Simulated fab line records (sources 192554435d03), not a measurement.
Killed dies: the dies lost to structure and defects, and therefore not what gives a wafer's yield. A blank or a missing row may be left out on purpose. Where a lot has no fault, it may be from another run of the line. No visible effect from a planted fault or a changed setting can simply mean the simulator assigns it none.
Split-lot study -- flow n5-finfet -- 39 wafers read from 7 lots, route of 1938 steps

ON THE SPLIT
At N5_DUMMY_GATE_EXPOSE_12 (exposes mask GATE, target cd 25 nm), the setting dose-mj was moved away from the recipe's 34 on 18 of the 39 wafers read, by -4.4% to +7.5%. For the rest of the wafers, this setting stayed at what the recipe calls for.

FROM THE SPLIT TO THE READING: what the file shows between them, 2 steps
- N5_DUMMY_GATE_PEB_13: peb time 60 s
- N5_DUMMY_GATE_DEVELOP_14: develop time 30 s

THE READING
At N5_DUMMY_GATE_CD_MEAS_15: cd-nm in nanometres, against a target cd of 25.8 nm. On this fab line, fault-free wafers typically give 24.90 nm with a standard deviation of 0.26 nm.

wafer,"tool, chamber at the split",dose-mj as run,against the recipe,"cd-nm, nm",against lot-mates on the recipe
L079.1,"euv-scanner-01, 0",34,recipe,24.93,-
L079.2,"euv-scanner-01, 0",36.56,+7.5%,23.57,-1.46
L079.3,"euv-scanner-01, 0",36.56,+7.5%,23.83,-1.20
L079.4,"euv-scanner-01, 0",34,recipe,25.35,-
L079.5,"euv-scanner-01, 0",36.56,+7.5%,23.71,-1.32
L079.6,"euv-scanner-01, 0",34,recipe,24.81,-
L082.1,"euv-scanner-02, 0",34,recipe,24.89,-
L082.2,"euv-scanner-02, 0",32.49,-4.4%,25.87,+0.88
L082.3,"euv-scanner-02, 0",34,recipe,25.11,-
L082.4,"euv-scanner-02, 0",32.49,-4.4%,26.03,+1.04
L082.5,"euv-scanner-02, 0",32.49,-4.4%,25.69,+0.70
L082.6,"euv-scanner-02, 0",34,recipe,24.98,-
L084.1,"euv-scanner-02, 0",34,recipe,25.03,-
L084.2,"euv-scanner-02, 0",36.33,+6.9%,23.68,-1.20
L084.3,"euv-scanner-02, 0",34,recipe,24.84,-
L084.4,"euv-scanner-02, 0",34,recipe,24.77,-
L084.5,"euv-scanner-02, 0",36.33,+6.9%,23.47,-1.41
L084.6,"euv-scanner-02, 0",36.33,+6.9%,23.65,-1.23
L088.4,"euv-scanner-02, 0",34,recipe,24.68,-
L088.5,"euv-scanner-02, 0",34,recipe,24.67,-
L088.6,"euv-scanner-02, 0",34,recipe,24.65,-
L093.1,"euv-scanner-02, 0",34,recipe,24.70,-
L093.2,"euv-scanner-02, 0",34,recipe,24.56,-
L093.3,"euv-scanner-02, 0",35.7,+5.0%,23.89,-0.81
L093.4,"euv-scanner-02, 0",34,recipe,24.85,-
L093.5,"euv-scanner-02, 0",35.7,+5.0%,23.72,-0.98
L093.6,"euv-scanner-02, 0",35.7,+5.0%,24.09,-0.61
L094.1,"euv-scanner-01, 0",34.87,+2.6%,24.08,-0.56
L094.2,"euv-scanner-01, 0",34,recipe,24.48,-
L094.3,"euv-scanner-01, 0",34,recipe,24.53,-
L094.4,"euv-scanner-01, 0",34.87,+2.6%,24.26,-0.38
L094.5,"euv-scanner-01, 0",34.87,+2.6%,24.64,+0.00
L094.6,"euv-scanner-01, 0",34,recipe,24.91,-
L095.1,"euv-scanner-02, 0",34,recipe,24.86,-
L095.2,"euv-scanner-02, 0",35.19,+3.5%,24.47,-0.36
L095.3,"euv-scanner-02, 0",35.19,+3.5%,23.73,-1.10
L095.4,"euv-scanner-02, 0",35.19,+3.5%,24.26,-0.57
L095.5,"euv-scanner-02, 0",34,recipe,24.71,-
L095.6,"euv-scanner-02, 0",34,recipe,24.91,-

FIT RESULTS
A straight line over all 39 wafers: cd-nm changes by -0.181 nm for each +1% of dose-mj; r = -0.94; the points scatter about the line by 0.22 nm.
The same after taking each lot's own level away (the mean of its wafers on the recipe; 39 wafers): -0.181 nm for each +1%; r = -0.96; scatter 0.18 nm.
Per that fit: largest dose-mj move, reading shift of 1.4 nm.
Measured against the standard deviation above, the lots' own levels, which go from 24.640 to 25.030 nm, span 1.5 times it.
Consequently the slope shifts little with the lot-to-lot level, the two slopes agreeing.
Check: with one of the wafers moved furthest among these (+7.5%) left out of the fit, the line predicts -1.33 nm for it against its lot-mates. It came out at -1.46 nm against them.

FILE'S OWN FIT
cd-nm changes by -0.178 nm for each +1% of dose-mj, r = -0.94.
